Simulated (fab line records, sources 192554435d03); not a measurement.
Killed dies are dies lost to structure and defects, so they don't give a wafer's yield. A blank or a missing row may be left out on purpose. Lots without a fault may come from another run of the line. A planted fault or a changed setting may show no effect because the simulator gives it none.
Which tool did it? | flow n5_finfet | 24 lots, 72 wafers sampled, at 6 steps of a route of 1938

WHAT THE GAUGES READ, wafer by wafer
N5_MOL_CONTACT_COAG_INSPECT_97: inspects for defects (darkfield). Usual: raw_defect_count 44, standard deviation 17.
lot  | measured     | on                | raw_defect_count | flag
L074 | day 5 17:23  | defect_inspect-01 | 59 46 87         |
L076 | day 6 01:44  | defect_inspect-01 | 28 30 67         |
L075 | day 6 04:44  | defect_inspect-02 | 67 59 44         |
L077 | day 6 07:46  | defect_inspect-02 | 51 18 48         |
L078 | day 6 19:04  | defect_inspect-01 | 23 23 47         |
L079 | day 7 02:01  | defect_inspect-01 | 34 43 31         |
L080 | day 7 05:08  | defect_inspect-02 | 28 38 59         |
L083 | day 7 22:26  | defect_inspect-01 | 34 45 25         |
L081 | day 8 01:41  | defect_inspect-02 | 24 38 30         |
L084 | day 8 04:43  | defect_inspect-02 | 48 35 35         |
L082 | day 8 07:41  | defect_inspect-02 | 22 44 28         |
L085 | day 8 11:18  | defect_inspect-02 | 42 42 57         |
L086 | day 8 14:20  | defect_inspect-01 | 43 95 43         |
L087 | day 8 22:08  | defect_inspect-01 | 39 30 34         |
L088 | day 9 01:06  | defect_inspect-02 | 38 30 46         |
L089 | day 9 05:07  | defect_inspect-01 | 64 45 48         |
L090 | day 9 10:15  | defect_inspect-02 | 61 69 50         |
L091 | day 9 13:41  | defect_inspect-02 | 44 44 44         |
L092 | day 9 21:53  | defect_inspect-02 | 30 40 28         |
L093 | day 10 07:54 | defect_inspect-01 | 63 78 62         |
L094 | day 10 12:50 | defect_inspect-02 | 42 48 63         |
L095 | day 10 17:05 | defect_inspect-01 | 59 73 65         |
L096 | day 11 03:25 | defect_inspect-01 | 38 53 26         |
L097 | day 11 10:32 | defect_inspect-01 | 27 50 38         |

N5_BEOL_M0_SAQP_CD_MEAS_25: target cd 13.1 nm. Usual: cd_nm 12.81 nm, standard deviation 0.21.
lot  | measured     | on        | cd_nm (nm)        | flag
L074 | day 5 21:40  | cd_sem-03 | 13.03 12.76 12.73 |
L076 | day 6 05:22  | cd_sem-03 | 12.65 12.47 12.67 |
L075 | day 6 07:55  | cd_sem-01 | 12.95 12.99 13.23 |
L077 | day 6 11:50  | cd_sem-03 | 12.57 12.75 12.68 |
L078 | day 7 00:40  | cd_sem-03 | 13.00 13.28 12.96 |
L079 | day 7 05:43  | cd_sem-03 | 12.86 12.75 12.81 |
L080 | day 7 09:31  | cd_sem-02 | 12.59 12.79 13.02 |
L083 | day 8 02:52  | cd_sem-01 | 12.88 12.67 12.45 |
L081 | day 8 06:59  | cd_sem-02 | 12.72 12.59 13.11 |
L084 | day 8 07:41  | cd_sem-03 | 12.82 12.78 12.95 |
L082 | day 8 11:55  | cd_sem-01 | 12.66 12.93 13.16 |
L085 | day 8 15:14  | cd_sem-03 | 12.73 12.87 12.84 |
L086 | day 8 18:31  | cd_sem-03 | 12.53 12.90 12.81 |
L087 | day 9 02:54  | cd_sem-01 | 13.17 12.80 12.56 |
L088 | day 9 04:11  | cd_sem-02 | 12.58 12.55 12.51 |
L089 | day 9 08:13  | cd_sem-02 | 12.82 12.96 12.82 |
L090 | day 9 14:26  | cd_sem-02 | 12.76 12.92 12.77 |
L091 | day 9 17:06  | cd_sem-02 | 12.74 12.65 12.52 |
L092 | day 10 01:13 | cd_sem-02 | 13.13 13.08 12.89 |
L093 | day 10 13:08 | cd_sem-01 | 12.37 12.84 12.91 |
L094 | day 10 17:09 | cd_sem-02 | 12.79 13.00 12.94 |
L095 | day 10 21:11 | cd_sem-03 | 12.75 12.91 12.87 |
L096 | day 11 07:04 | cd_sem-03 | 12.58 12.69 12.83 |
L097 | day 11 14:45 | cd_sem-01 | 12.78 12.46 13.22 |

N5_BEOL_M0_SAQP_CD_MEAS_29: target cd 14.4 nm. Usual: cd_nm 14.99 nm, standard deviation 0.22.
lot  | measured     | on        | cd_nm (nm)        | flag
L074 | day 5 23:29  | cd_sem-02 | 15.12 14.56 14.73 |
L076 | day 6 07:09  | cd_sem-01 | 14.85 14.87 14.99 |
L075 | day 6 11:23  | cd_sem-01 | 14.94 14.76 14.92 |
L077 | day 6 14:05  | cd_sem-03 | 15.13 14.71 15.15 |
L078 | day 7 02:34  | cd_sem-03 | 14.95 14.92 15.16 |
L079 | day 7 07:35  | cd_sem-02 | 15.10 14.97 14.99 |
L080 | day 7 11:28  | cd_sem-02 | 15.43 14.59 14.99 |
L083 | day 8 04:57  | cd_sem-03 | 15.35 14.90 14.89 |
L081 | day 8 08:45  | cd_sem-03 | 14.75 15.07 15.04 |
L084 | day 8 09:28  | cd_sem-03 | 14.96 15.18 15.13 |
L082 | day 8 13:41  | cd_sem-01 | 14.74 15.42 15.00 |
L085 | day 8 18:16  | cd_sem-03 | 15.33 14.80 15.02 |
L086 | day 8 20:27  | cd_sem-01 | 14.79 15.05 14.67 |
L087 | day 9 04:43  | cd_sem-03 | 15.07 14.81 14.69 |
L088 | day 9 05:56  | cd_sem-01 | 15.11 15.08 15.18 |
L089 | day 9 10:14  | cd_sem-01 | 15.07 14.71 14.88 |
L090 | day 9 16:16  | cd_sem-03 | 14.76 15.20 15.18 |
L091 | day 9 19:11  | cd_sem-01 | 14.90 15.33 14.48 |
L092 | day 10 03:03 | cd_sem-01 | 15.12 14.98 14.79 |
L093 | day 10 16:42 | cd_sem-01 | 15.31 15.28 14.83 |
L094 | day 10 19:51 | cd_sem-03 | 14.42 15.14 15.13 |
L095 | day 10 22:57 | cd_sem-01 | 15.40 15.24 15.10 |
L096 | day 11 08:49 | cd_sem-02 | 15.19 14.99 15.47 |
L097 | day 11 16:42 | cd_sem-03 | 15.10 14.82 15.32 |

WHICH TOOL RAN EACH LOT (tool, then ch and the chambers of the sampled wafers, then the start)
lot  | N5_BEOL_M0_SAQP_PECVD_03        | N5_BEOL_M0_SAQP_PECVD_96        | N5_BEOL_M0_SAQP_PECVD_97
L074 | pecvd-03 ch 0,1,2, day 5 19:04  | pecvd-03 ch 0,1,2, day 5 19:06  | pecvd-03 ch 0,1,2, day 5 19:09
L076 | pecvd-03 ch 0,1,2, day 6 03:04  | pecvd-03 ch 0,1,2, day 6 03:05  | pecvd-03 ch 0,1,2, day 6 03:08
L075 | pecvd-01 ch 0,1, day 6 05:28    | pecvd-01 ch 0,1, day 6 05:29    | pecvd-01 ch 0,1, day 6 05:32
L077 | pecvd-03 ch 0,1,2, day 6 08:52  | pecvd-03 ch 0,1,2, day 6 08:53  | pecvd-03 ch 0,1,2, day 6 08:56
L078 | pecvd-01 ch 0,1,2, day 6 22:23  | pecvd-01 ch 0,1,2, day 6 22:25  | pecvd-01 ch 0,1,2, day 6 22:28
L079 | pecvd-01 ch 1,2, day 7 03:30    | pecvd-01 ch 1,2, day 7 03:32    | pecvd-01 ch 1,2, day 7 03:35
L080 | pecvd-03 ch 0,1,2, day 7 07:10  | pecvd-03 ch 0,1,2, day 7 07:11  | pecvd-03 ch 0,1,2, day 7 07:14
L083 | pecvd-03 ch 0,2, day 7 23:10    | pecvd-03 ch 0,2, day 7 23:11    | pecvd-03 ch 0,2, day 7 23:14
L081 | pecvd-04 ch 0,1, day 8 02:49    | pecvd-04 ch 0,1, day 8 02:51    | pecvd-04 ch 0,1, day 8 02:54
L084 | pecvd-03 ch 0,1,2, day 8 05:14  | pecvd-03 ch 0,1,2, day 8 05:16  | pecvd-03 ch 0,1,2, day 8 05:19
L082 | pecvd-04 ch 1,2, day 8 09:26    | pecvd-04 ch 1,2, day 8 09:28    | pecvd-04 ch 1,2, day 8 09:30
L085 | pecvd-03 ch 0,1, day 8 12:52    | pecvd-03 ch 0,1, day 8 12:54    | pecvd-03 ch 0,1, day 8 12:56
L086 | pecvd-04 ch 0,1,2, day 8 15:10  | pecvd-04 ch 0,1,2, day 8 15:12  | pecvd-04 ch 0,1,2, day 8 15:15
L087 | pecvd-01 ch 0,1,2, day 8 23:58  | pecvd-01 ch 0,1,2, day 9 00:00  | pecvd-01 ch 0,1,2, day 9 00:02
L088 | pecvd-01 ch 1,2, day 9 01:50    | pecvd-01 ch 1,2, day 9 01:52    | pecvd-01 ch 1,2, day 9 01:55
L089 | pecvd-03 ch 1,2, day 9 05:53    | pecvd-03 ch 1,2, day 9 05:54    | pecvd-03 ch 1,2, day 9 05:57
L090 | pecvd-03 ch 0,1,2, day 9 11:50  | pecvd-03 ch 0,1,2, day 9 11:52  | pecvd-03 ch 0,1,2, day 9 11:55
L091 | pecvd-04 ch 1,2, day 9 14:46    | pecvd-04 ch 1,2, day 9 14:47    | pecvd-04 ch 1,2, day 9 14:50
L092 | pecvd-03 ch 0,1,2, day 9 23:00  | pecvd-03 ch 0,1,2, day 9 23:02  | pecvd-03 ch 0,1,2, day 9 23:04
L093 | pecvd-01 ch 1,2, day 10 10:26   | pecvd-01 ch 1,2, day 10 10:28   | pecvd-01 ch 1,2, day 10 10:31
L094 | pecvd-04 ch 0,1,2, day 10 14:40 | pecvd-04 ch 0,1,2, day 10 14:41 | pecvd-04 ch 0,1,2, day 10 14:44
L095 | pecvd-03 ch 1,2, day 10 18:30   | pecvd-03 ch 1,2, day 10 18:32   | pecvd-03 ch 1,2, day 10 18:35
L096 | pecvd-04 ch 1, day 11 04:27     | pecvd-04 ch 1, day 11 04:29     | pecvd-04 ch 1, day 11 04:34
L097 | pecvd-01 ch 0,2, day 11 12:23   | pecvd-01 ch 0,2, day 11 12:25   | pecvd-01 ch 0,2, day 11 12:27
- N5_BEOL_M0_SAQP_PECVD_03: deposits SiCN from 3MS/NH3, target thk 12 nm, time 21.1 s.
- N5_BEOL_M0_SAQP_PECVD_96: deposits a-Si from SiH4/He, target thk 45 nm, time 45.2 s.
- N5_BEOL_M0_SAQP_PECVD_97: deposits SiNx from SiH4/NH3/N2, target thk 23 nm, time 19.9 s.

WHAT THE TOOLS THEMSELVES READ (means of the sampled wafers that have a number; where no wafer has one, the mark that the record gives instead)
N5_BEOL_M0_SAQP_PECVD_03. Usual: showerhead_plenum_p_Torr 3.672 Torr, standard deviation 0.015; showerhead_vpp_V 876 V, standard deviation 43; throttle_valve_pct 8.98 %, standard deviation 0.29.
lot  | tool     | showerhead_plenum_p_Torr (Torr) | showerhead_vpp_V (V) | throttle_valve_pct (%) | flag
L074 | pecvd-03 | 3.663                           | 858                  | 8.89                   |
L076 | pecvd-03 | 3.665                           | 858                  | 8.89                   |
L075 | pecvd-01 | 3.689                           | 884                  | 9.01                   |
L077 | pecvd-03 | 3.663                           | 858                  | 8.97                   |
L078 | pecvd-01 | 3.686                           | 912                  | 9.27                   |
L079 | pecvd-01 | 3.687                           | 949                  | 9.25                   |
L080 | pecvd-03 | 3.665                           | 858                  | 8.77                   |
L083 | pecvd-03 | 3.673                           | 856                  | 8.76                   |
L081 | pecvd-04 | 3.668                           | 829                  | 8.82                   |
L084 | pecvd-03 | 3.662                           | 862                  | 8.98                   |
L082 | pecvd-04 | 3.669                           | 879                  | 8.93                   |
L085 | pecvd-03 | 3.663                           | 861                  | 9.07                   |
L086 | pecvd-04 | 3.665                           | 857                  | 8.95                   |
L087 | pecvd-01 | 3.685                           | 909                  | 9.17                   |
L088 | pecvd-01 | 3.678                           | 930                  | 9.50                   |
L089 | pecvd-03 | 3.661                           | 860                  | 9.04                   |
L090 | pecvd-03 | 3.658                           | 866                  | 8.94                   |
L091 | pecvd-04 | 3.671                           | 897                  | 9.04                   |
L092 | pecvd-03 | 3.673                           | 849                  | 8.89                   |
L093 | pecvd-01 | 3.678                           | 936                  | 9.39                   |
L094 | pecvd-04 | 3.674                           | 861                  | 8.77                   |
L095 | pecvd-03 | 3.661                           | 857                  | 9.01                   |
L096 | pecvd-04 | 3.662                           | 867                  | 8.98                   |
L097 | pecvd-01 | 3.673                           | 888                  | 9.50                   |

N5_BEOL_M0_SAQP_PECVD_96. Usual: heater_power_w 632 W, standard deviation 78; showerhead_plenum_p_Torr 5.70 Torr, standard deviation 0.056; showerhead_vpp_V 615 V, standard deviation 31; throttle_valve_pct 18.0 %, standard deviation 0.58.
lot  | tool     | heater_power_w (W) | showerhead_plenum_p_Torr (Torr) | showerhead_vpp_V (V) | throttle_valve_pct (%) | flag
L074 | pecvd-03 | 616                | 5.67                            | 603                  | 17.7                   |
L076 | pecvd-03 | 585                | 5.68                            | 604                  | 17.7                   |
L075 | pecvd-01 | 645                | 5.78                            | 623                  | 18.0                   |
L077 | pecvd-03 | 580                | 5.68                            | 607                  | 17.8                   |
L078 | pecvd-01 | 716                | 5.74                            | 639                  | 18.6                   |
L079 | pecvd-01 | 792                | 5.75                            | 662                  | 18.4                   |
L080 | pecvd-03 | 614                | 5.67                            | 601                  | 17.6                   |
L083 | pecvd-03 | 598                | 5.71                            | 602                  | 17.8                   |
L081 | pecvd-04 | 595                | 5.68                            | 578                  | 17.7                   |
L084 | pecvd-03 | 619                | 5.66                            | 604                  | 17.7                   |
L082 | pecvd-04 | 553                | 5.67                            | 618                  | 17.9                   |
L085 | pecvd-03 | 673                | 5.66                            | 610                  | 18.0                   |
L086 | pecvd-04 | 573                | 5.69                            | 605                  | 17.7                   |
L087 | pecvd-01 | 704                | 5.75                            | 642                  | 18.5                   |
L088 | pecvd-01 | 799                | 5.71                            | 655                  | 19.0                   |
L089 | pecvd-03 | 614                | 5.64                            | 601                  | 17.9                   |
L090 | pecvd-03 | 608                | 5.66                            | 599                  | 17.6                   |
L091 | pecvd-04 | 605                | 5.70                            | 629                  | 17.8                   |
L092 | pecvd-03 | 630                | 5.67                            | 601                  | 17.7                   |
L093 | pecvd-01 | 762                | 5.71                            | 652                  | 18.9                   |
L094 | pecvd-04 | 555                | 5.69                            | 603                  | 17.8                   |
L095 | pecvd-03 | 635                | 5.62                            | 608                  | 17.8                   |
L096 | pecvd-04 | 601                | 5.64                            | 612                  | 18.1                   |
L097 | pecvd-01 | 728                | 5.71                            | 634                  | 19.3                   |

N5_BEOL_M0_SAQP_PECVD_97. Usual: heater_power_w 561 W, standard deviation 80; showerhead_plenum_p_Torr 5.18 Torr, standard deviation 0.075; showerhead_vpp_V 1067 V, standard deviation 52; throttle_valve_pct 39.5 %, standard deviation 1.2.
lot  | tool     | heater_power_w (W) | showerhead_plenum_p_Torr (Torr) | showerhead_vpp_V (V) | throttle_valve_pct (%) | flag
L074 | pecvd-03 | 534                | 5.15                            | 1044                 | 38.8                   |
L076 | pecvd-03 | 550                | 5.14                            | 1047                 | 38.9                   |
L075 | pecvd-01 | 583                | 5.30                            | 1093                 | 39.7                   |
L077 | pecvd-03 | 524                | 5.14                            | 1050                 | 38.9                   |
L078 | pecvd-01 | 677                | 5.25                            | 1106                 | 40.6                   |
L079 | pecvd-01 | 629                | 5.25                            | 1157                 | 40.5                   |
L080 | pecvd-03 | 550                | 5.14                            | 1054                 | 38.9                   |
L083 | pecvd-03 | 543                | 5.20                            | 1038                 | 38.7                   |
L081 | pecvd-04 | 489                | 5.15                            | 1016                 | 38.9                   |
L084 | pecvd-03 | 511                | 5.14                            | 1050                 | 38.8                   |
L082 | pecvd-04 | 490                | 5.15                            | 1077                 | 39.3                   |
L085 | pecvd-03 | 555                | 5.13                            | 1059                 | 39.5                   |
L086 | pecvd-04 | 513                | 5.18                            | 1046                 | 39.1                   |
L087 | pecvd-01 | 603                | 5.25                            | 1109                 | 40.6                   |
L088 | pecvd-01 | 716                | 5.20                            | 1131                 | 41.4                   |
L089 | pecvd-03 | 521                | 5.10                            | 1052                 | 39.3                   |
L090 | pecvd-03 | 565                | 5.14                            | 1042                 | 38.9                   |
L091 | pecvd-04 | 546                | 5.19                            | 1085                 | 39.3                   |
L092 | pecvd-03 | 528                | 5.14                            | 1041                 | 39.0                   |
L093 | pecvd-01 | 701                | 5.21                            | 1140                 | 41.9                   |
L094 | pecvd-04 | 529                | 5.17                            | 1039                 | 39.1                   |
L095 | pecvd-03 | 549                | 5.10                            | 1043                 | 39.2                   |
L096 | pecvd-04 | 504                | 5.11                            | 1070                 | 39.6                   |
L097 | pecvd-01 | 652                | 5.20                            | 1086                 | 42.1                   |

THE ANSWER, worked out from the rows above alone
Rule: a lot is off if the mean of its wafers that have a number lies more than 3 standard deviations from the usual mean. A lot without any number at a reading at which 4 lots or more have one is off too. The other lots that the step has rows for count as sound. The gauges are gone through in route order, then the tools' own readings, and for those a lot's mean is taken as printed above. The first step at which some lot is off is used, and at that step the reading that is off furthest; a lot without a number counts as furthest.
No lot is off at any reading shown: from this, nothing can be told.

WHAT THE SIMULATOR HAD PUT IN
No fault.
